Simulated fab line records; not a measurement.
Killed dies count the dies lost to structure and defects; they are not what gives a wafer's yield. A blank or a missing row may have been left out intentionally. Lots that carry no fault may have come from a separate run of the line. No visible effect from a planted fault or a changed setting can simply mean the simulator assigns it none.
The tool behind it: which one? + flow nandHarc + 39 wafers from 13 lots sampled at 5 of the route's 1159 steps

## WHAT THE GAUGES READ, wafer by wafer
NHARC_END_SORT_01. Usual: killedAtArray 24, standard deviation 8.7; killedAtOther 0.8, standard deviation 1.2; killedAtPeriphery 3.6, standard deviation 2.3; killedDies 28, standard deviation 8.9; killedOpen 3.2, standard deviation 1.9; killedShort 2.0, standard deviation 1.6.
| lot  | measured     | on        | killedAtArray | killedAtOther | killedAtPeriphery | killedDies | killedOpen | killedShort | flag |
|------|--------------|-----------|---------------|---------------|-------------------|------------|------------|-------------|------|
| L840 | day 24 18:20 | prober-01 | 7 11 93       | 0 1 1         | 3 6 5             | 10 18 99   | 3 1 2      | 0 3 2       |      |

## WHAT TOOL EACH LOT RAN ON (gives the tool, then ch and the chambers of the sampled wafers, and finally the start)
| lot  | NHARC_A_CONTACT_STRIP_108         | NHARC_A_M1_ANNEAL_31            | NHARC_A_BONDPAD_DEP_00          | NHARC_A_BONDPAD_PVD_17                 |
|------|-----------------------------------|---------------------------------|---------------------------------|----------------------------------------|
| L822 | rieDiel-13 ch 0,1,3, day 17 09:43 | rtpAnneal-02 ch 0, day 18 08:58 | pecvd-02 ch 0,1,2, day 18 10:29 | pvdSputter-03, no start                |
| L824 | rieDiel-03 ch 0,1, day 17 22:57   | rtpAnneal-02 ch 0, day 18 13:40 | pecvd-04 ch 0,1,2, day 18 15:14 | pvdSputter-01, no start                |
| L825 | rieDiel-06 ch 0,2, day 18 02:19   | rtpAnneal-01 ch 0, day 18 17:05 | pecvd-04 ch 1,2, day 18 18:40   | pvdSputter-01, no start                |
| L829 | rieDiel-06 ch 2,3, day 18 09:25   | rtpAnneal-02 ch 0, day 19 01:19 | pecvd-01 ch 0,1, day 19 02:46   | pvdSputter-03, no start                |
| L826 | rieDiel-03 ch 0,1,2, day 18 13:13 | rtpAnneal-01 ch 0, day 19 04:47 | pecvd-04 ch 0,1,2, no start     | pvdSputter-03, no start                |
| L827 | rieDiel-03 ch 0,1, day 18 16:22   | rtpAnneal-01 ch 0, day 19 05:35 | pecvd-02 ch 0,1, no start       | pvdSputter-03, no start                |
| L830 | rieDiel-06 ch 0,2,3, day 19 14:55 | rtpAnneal-01 ch 0, day 20 06:30 | pecvd-01 ch 0,2, day 20 08:04   | pvdSputter-01, no start                |
| L832 | rieDiel-13 ch 0,2, day 19 15:58   | rtpAnneal-01 ch 0, day 20 07:16 | pecvd-01 ch 0,1,2, day 20 08:48 | pvdSputter-02, no start                |
| L828 | rieDiel-06 ch 0,1,3, day 19 22:52 | rtpAnneal-01 ch 0, day 20 11:33 | pecvd-02 ch 0,2, day 20 13:10   | pvdSputter-02, no start                |
| L839 | rieDiel-06 ch 1,3, day 21 10:35   | rtpAnneal-02 ch 0, day 22 05:41 | pecvd-01 ch 0,1, day 22 07:24   | pvdSputter-02, no start                |
| L835 | rieDiel-13 ch 1,2,3, day 21 11:48 | rtpAnneal-01 ch 0, day 22 06:35 | pecvd-01 ch 0,1,2, day 22 08:07 | pvdSputter-01, no start                |
| L840 | rieDiel-06 ch 0,2,3, day 22 06:58 | rtpAnneal-02 ch 0, day 22 21:26 | pecvd-01 ch 1,2, day 22 23:08   | pvdSputter-03, day 24 18:20 or earlier |
| L843 | rieDiel-03 ch 0,3, day 23 06:26   | rtpAnneal-01 ch 0, day 23 20:47 | pecvd-01 ch 0,2, day 23 22:17   | pvdSputter-02, no start                |
- NHARC_A_CONTACT_STRIP_108: strips in CF4/CHF3.
- NHARC_A_M1_ANNEAL_31: time 90 s.
- NHARC_A_BONDPAD_DEP_00: deposits SiCN, target thk 250 nm.
- NHARC_A_BONDPAD_PVD_17: deposits TaN, target thk 5 nm, time 8.06 s.

## WHAT THE TOOLS THEMSELVES READ (means of the sampled wafers that have a number; where no wafer has one, the mark that the record gives instead)
NHARC_A_M1_ANNEAL_31. Usual: wafer_temp_C_max 225.82, standard deviation 0.26.
| lot  | tool         | wafer_temp_C_max | flag |
|------|--------------|------------------|------|
| L822 | rtpAnneal-02 | 225.82           |      |
| L824 | rtpAnneal-02 | 225.73           |      |
| L825 | rtpAnneal-01 | 226.01           |      |
| L829 | rtpAnneal-02 | 225.30           |      |
| L826 | rtpAnneal-01 | 226.21           |      |
| L827 | rtpAnneal-01 | 225.93           |      |
| L830 | rtpAnneal-01 | 226.10           |      |
| L832 | rtpAnneal-01 | 225.99           |      |
| L828 | rtpAnneal-01 | 225.79           |      |
| L839 | rtpAnneal-02 | 225.52           |      |
| L835 | rtpAnneal-01 | 225.88           |      |
| L840 | rtpAnneal-02 | 225.68           |      |
| L843 | rtpAnneal-01 | 225.83           |      |

NHARC_A_BONDPAD_DEP_00. Usual: heaterPowerW 569 W, standard deviation 85.
| lot  | tool     | heaterPowerW (W) | flag |
|------|----------|------------------|------|
| L822 | pecvd-02 | 587              |      |
| L824 | pecvd-04 | 512              |      |
| L825 | pecvd-04 | 530              |      |
| L829 | pecvd-01 | 660              |      |
| L826 | pecvd-04 | 467              |      |
| L827 | pecvd-02 | 574              |      |
| L830 | pecvd-01 | 563              |      |
| L832 | pecvd-01 | 613              |      |
| L828 | pecvd-02 | 518              |      |
| L839 | pecvd-01 | 620              |      |
| L835 | pecvd-01 | 604              |      |
| L840 | pecvd-01 | 564              |      |
| L843 | pecvd-01 | 577              |      |

NHARC_A_BONDPAD_PVD_17. Usual: throttleValvePct 30.2 %, standard deviation 0.88.
| lot  | tool          | throttleValvePct (%) | flag |
|------|---------------|----------------------|------|
| L822 | pvdSputter-03 | 30.3                 |      |
| L824 | pvdSputter-01 | 30.5                 |      |
| L825 | pvdSputter-01 | 30.0                 |      |
| L829 | pvdSputter-03 | 31.3                 |      |
| L826 | pvdSputter-03 | 30.0                 |      |
| L827 | pvdSputter-03 | 30.4                 |      |
| L830 | pvdSputter-01 | 30.0                 |      |
| L832 | pvdSputter-02 | 29.4                 |      |
| L828 | pvdSputter-02 | 29.7                 |      |
| L839 | pvdSputter-02 | 29.9                 |      |
| L835 | pvdSputter-01 | 30.1                 |      |
| L840 | pvdSputter-03 | 30.8                 |      |
| L843 | pvdSputter-02 | 30.9                 |      |

## THE ANSWER, worked out from the rows above alone
Rule: a lot counts as off when the mean over its wafers that have a number is more than 3 standard deviations away from the usual mean. A lot without any number at a reading at which 4 lots or more have one is off too. The other lots that the step has rows for count as sound. Order of review: gauges by route order, followed by the tools' own readings, for which a lot's mean as printed above is used. The first step at which some lot is off is used, and at that step the reading that is off furthest; a lot without a number counts as furthest.
Nothing can be told from this: no lot is off at any reading shown.

## WHAT THE SIMULATOR HAD INSERTED
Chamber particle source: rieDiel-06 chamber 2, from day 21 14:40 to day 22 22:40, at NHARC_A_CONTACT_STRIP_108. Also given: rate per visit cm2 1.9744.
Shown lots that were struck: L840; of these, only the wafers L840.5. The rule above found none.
